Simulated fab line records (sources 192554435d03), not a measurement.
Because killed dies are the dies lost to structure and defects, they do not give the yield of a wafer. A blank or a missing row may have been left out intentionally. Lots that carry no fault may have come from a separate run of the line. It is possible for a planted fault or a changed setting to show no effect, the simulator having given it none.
Matching of chambers + flow n5Finfet + 4 sister chambers for N5_BEOL_M5_ETCH_68 on rieDiel-01
The step etches SOC in N2/H2, target depth 80 nm, overetch 16 nm, time 120 s. 4 wafers are shown with their chamber, then 9 later ones without.

WAFERS WITH THEIR CHAMBER
| wafer  | chamber | drypumpMotorCurrentA (A) |
|--------|---------|--------------------------|
| L087.6 | 0       | 4.9                      |
| L088.1 | 1       | 5.8                      |
| L088.2 | 3       | 5.4                      |
| L088.4 | 2       | 5.0                      |

WAFERS WHOSE CHAMBER IS MISSING
| wafer  | drypumpMotorCurrentA (A) |
|--------|--------------------------|
| L091.1 | 4.9                      |
| L091.3 | 5.3                      |
| L091.4 | 5.8                      |
| L094.2 | 5.4                      |
| L094.3 | 5.8                      |
| L094.5 | 5.0                      |
| L096.2 | 5.8                      |
| L096.3 | 5.0                      |
| L096.4 | 5.4                      |

WHICH CHAMBER EACH ONE RAN IN
| wafer  | from the rows above | in truth |
|--------|---------------------|----------|
| L091.1 | 0                   | 0        |
| L091.3 | 3                   | 3        |
| L091.4 | 1                   | 1        |
| L094.2 | 3                   | 3        |
| L094.3 | 1                   | 1        |
| L094.5 | 2                   | 2        |
| L096.2 | 1                   | 1        |
| L096.3 | 2                   | 2        |
| L096.4 | 3                   | 3        |
Placed correctly: 9 of 9. Number that these rows cannot place: 0. 0 placed wrongly.
How it was worked out, from the rows above alone: a wafer's distance from a chamber is the root of the sum, over the readings, of the square of ((its reading less the chamber's mean) divided by the reading's scatter). If the next closest chamber is less than 2 further off than the closest, the wafer can't be placed; otherwise it belongs to the closest. A chamber's mean is the mean of its shown wafers. The scatter: with one shown wafer a chamber, the root of the mean of the squares of how far each hidden wafer lies from its nearest shown one.
